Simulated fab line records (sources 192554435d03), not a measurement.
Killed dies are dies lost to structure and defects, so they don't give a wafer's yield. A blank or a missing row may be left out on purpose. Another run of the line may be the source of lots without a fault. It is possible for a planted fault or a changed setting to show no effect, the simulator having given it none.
Matching of chambers | flow n5Finfet | pecvd-01 running N5_GATE_CUT_PECVD_57: 3 sister chambers
The step deposits SiNx from SiH4/NH3/N2, target thk 21 nm. 22 wafers are shown with their chamber, then 11 later ones without.

WAFERS, EACH WITH ITS CHAMBER
wafer  | chamber | throttleValvePct (%) | showerheadPlenumPTorr (Torr) | heaterPowerW (W)
L076.2 | 1       | 37.2                 | 5.12                         | 751
L076.3 | 0       | 38.4                 | 5.21                         | 691
L076.5 | 0       | 38.6                 | 5.21                         | 707
L077.2 | 2       | 42.6                 | 5.21                         | 643
L077.4 | 0       | 38.7                 | 5.22                         | 729
L077.6 | 2       | 42.4                 | 5.23                         | 644
L080.1 | 2       | 42.5                 | 5.22                         | 722
L080.3 | 1       | 37.3                 | 5.12                         | 723
L080.4 | 2       | 42.7                 | 5.21                         | 730
L087.3 | 2       | 42.4                 | 5.23                         | 684
L087.4 | 1       | 37.2                 | 5.12                         | 734
L087.5 | 2       | 42.5                 | 5.22                         | 707
L088.1 | 2       | 42.6                 | 5.22                         | 671
L088.2 | 2       | 42.4                 | 5.22                         | 699
L088.5 | 2       | 42.6                 | 5.22                         | 690
L089.1 | 1       | 37.0                 | 5.11                         | 652
L089.2 | 2       | 42.8                 | 5.22                         | 720
L089.4 | 1       | 37.2                 | 5.10                         | 656
L094.3 | 0       | 38.9                 | 5.21                         | 638
L094.4 | 1       | 37.0                 | 5.12                         | 703
L094.5 | 1       | 37.2                 | 5.12                         | 694
L095.1 | 1       | 37.1                 | 5.11                         | 721

SIGNATURES, as means of the wafers listed above
reading               | chamber 0 | chamber 1 | chamber 2 | scatter within a chamber
throttleValvePct      | 38.650    | 37.150    | 42.550    | 0.14
showerheadPlenumPTorr | 5.2125    | 5.1150    | 5.2200    | 0.00679
heaterPowerW          | 691.25    | 704.25    | 691.00    | 34
Rule: a wafer's distance from a chamber is the root of the sum, over the readings, of the square of ((its reading less the chamber's mean) divided by the reading's scatter). If the next closest chamber is less than 2 further off than the closest, the wafer can't be placed; otherwise it belongs to the closest. The scatter: take each reading less its chamber's mean, square it, sum over the shown wafers, divide by the number of wafers less the number of chambers, and take the root.

WAFERS MISSING THEIR CHAMBER
wafer  | throttleValvePct (%) | showerheadPlenumPTorr (Torr) | heaterPowerW (W)
L095.3 | 38.7                 | 5.20                         | 707
L095.4 | 37.0                 | 5.10                         | 737
L096.1 | 37.0                 | 5.10                         | 748
L096.3 | 38.7                 | 5.19                         | 733
L096.4 | 37.3                 | 5.12                         | 736
L097.1 | 37.1                 | 5.10                         | 622
L097.2 | 38.7                 | 5.21                         | 693
L097.3 | 38.8                 | 5.20                         | 672
L097.4 | 37.2                 | 5.10                         | 629
L097.5 | 38.9                 | 5.21                         | 697
L097.6 | 37.2                 | 5.11                         | 612

WHICH CHAMBER EACH WENT THROUGH
wafer  | from the rows above | in truth
L095.3 | 0                   | 0
L095.4 | 1                   | 1
L096.1 | 1                   | 1
L096.3 | 0                   | 0
L096.4 | 1                   | 1
L097.1 | 1                   | 1
L097.2 | 0                   | 0
L097.3 | 0                   | 0
L097.4 | 1                   | 1
L097.5 | 0                   | 0
L097.6 | 1                   | 1
Placed correctly: 11 of 11. Can't be placed from these rows: 0. Wrongly placed: 0.
